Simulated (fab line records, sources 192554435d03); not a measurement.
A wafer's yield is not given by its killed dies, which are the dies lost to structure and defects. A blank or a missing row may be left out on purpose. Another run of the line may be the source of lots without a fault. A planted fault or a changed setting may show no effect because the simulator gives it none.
Which tool did it? -- flow n5 finfet -- at 1 step of a route of 1938, 10 lots with 30 wafers sampled

## WHAT THE GAUGES READ, wafer by wafer
N5_BEOL_M15_OVL_MEAS_11.
lot,measured,on,V14_OVL (nm)
L469,day 12 05:13,overlay-02,-7 6 5
L472,day 12 05:36,overlay-01,3 -6 0
L473,day 12 12:01,overlay-02,-5 -7 -4
L475,day 13 01:55,overlay-02,0 5 2
L481,day 14 12:24,overlay-02,-1 -3 -12
L485,day 15 20:52,overlay-02,-3 -4 -3
L486,day 16 01:26,overlay-02,3 0 9
L490,day 16 19:28,overlay-02,-4 -11 -8
L489,day 17 08:07,overlay-01,-5 -5 -6
L491,day 17 08:50,overlay-01,-3 -8 -3

## EACH LOT AND THE TOOL THAT RAN IT (in order: tool; ch and the chambers of the sampled wafers; start)
Record: no process step prior to these readings.

## THE ANSWER, worked out from the rows above alone
Rule: what is usual is taken from the lots themselves. The widest of any qualifying gaps counts: lots, ordered by their means at a reading, are off when they make up no more than a third of the lots, leave a main group of 4 or more, and stand apart from it by 3 or more times the standard deviation of that group's means. A main group whose means are all the same, to the digits that the tables above print for the reading, isn't used. Also off: a lot with no number at a reading for which 4 or more lots have one. All remaining lots with rows at the step are treated as sound.
Across all readings shown, no lot is off: no conclusion can be drawn from this.

## WHAT HAD BEEN PUT IN BY THE SIMULATOR
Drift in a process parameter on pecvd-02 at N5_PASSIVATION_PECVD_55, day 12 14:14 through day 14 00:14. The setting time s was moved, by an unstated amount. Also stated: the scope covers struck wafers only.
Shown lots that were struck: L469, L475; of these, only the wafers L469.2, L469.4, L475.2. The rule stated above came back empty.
